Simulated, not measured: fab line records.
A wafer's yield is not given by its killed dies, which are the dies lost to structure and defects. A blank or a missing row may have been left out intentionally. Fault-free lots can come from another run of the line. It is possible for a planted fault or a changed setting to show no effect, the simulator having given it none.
Matching of chambers + flow nand harc + NHARC_A_CONTACT_ETCH_92 on rie diel-04 has 4 sister chambers
The step etches the open film in CH3F/O2, target depth 40 nm, time 85.7 s. 8 wafers are shown with their chamber, then 7 later ones without.

WAFERS, EACH WITH ITS CHAMBER
| wafer  | chamber | showerhead plenum p Torr (Torr) | rf vpp V (V) |
|--------|---------|---------------------------------|--------------|
| L344.2 | 3       | 2.28                            | 241.5        |
| L344.4 | 0       | 2.59                            | 246.9        |
| L344.5 | 2       | 2.39                            | 244.3        |
| L343.2 | 2       | 2.39                            | 244.6        |
| L343.3 | 0       | 2.59                            | 245.1        |
| L343.6 | 1       | 2.59                            | 246.0        |
| L347.2 | 3       | 2.27                            | 241.3        |
| L347.3 | 1       | 2.59                            | 246.8        |

WAFERS WITHOUT THEIR CHAMBER
| wafer  | showerhead plenum p Torr (Torr) | rf vpp V (V) |
|--------|---------------------------------|--------------|
| L347.6 | 2.59                            | 246.2        |
| L352.1 | 2.59                            | 246.3        |
| L352.2 | 2.27                            | 242.0        |
| L352.4 | 2.58                            | 244.8        |
| L354.1 | 2.58                            | 246.8        |
| L354.3 | 2.59                            | 245.1        |
| L354.4 | 2.38                            | 242.5        |

THE CHAMBER EACH PASSED THROUGH
| wafer  | from the rows above     | in truth |
|--------|-------------------------|----------|
| L347.6 | can't be placed: 0 or 1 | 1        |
| L352.1 | can't be placed: 1 or 0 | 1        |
| L352.2 | 3                       | 3        |
| L352.4 | can't be placed: 0 or 1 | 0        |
| L354.1 | can't be placed: 1 or 0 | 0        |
| L354.3 | can't be placed: 0 or 1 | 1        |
| L354.4 | 2                       | 2        |
2 of 7 placed correctly. These rows do not allow placing 5 (true chamber among the candidates in 5). Wrongly placed: 0.
How it was worked out, from the rows above alone: a wafer's distance from a chamber is the root of the sum, over the readings, of the square of ((its reading less the chamber's mean) divided by the reading's scatter). The wafer belongs to the nearest chamber; if the next one is less than 2 further off, it can't be placed. A chamber's mean is the mean of its shown wafers. The scatter: take each reading less its chamber's mean, square it, sum over the shown wafers, divide by the number of wafers less the number of chambers, and take the root.
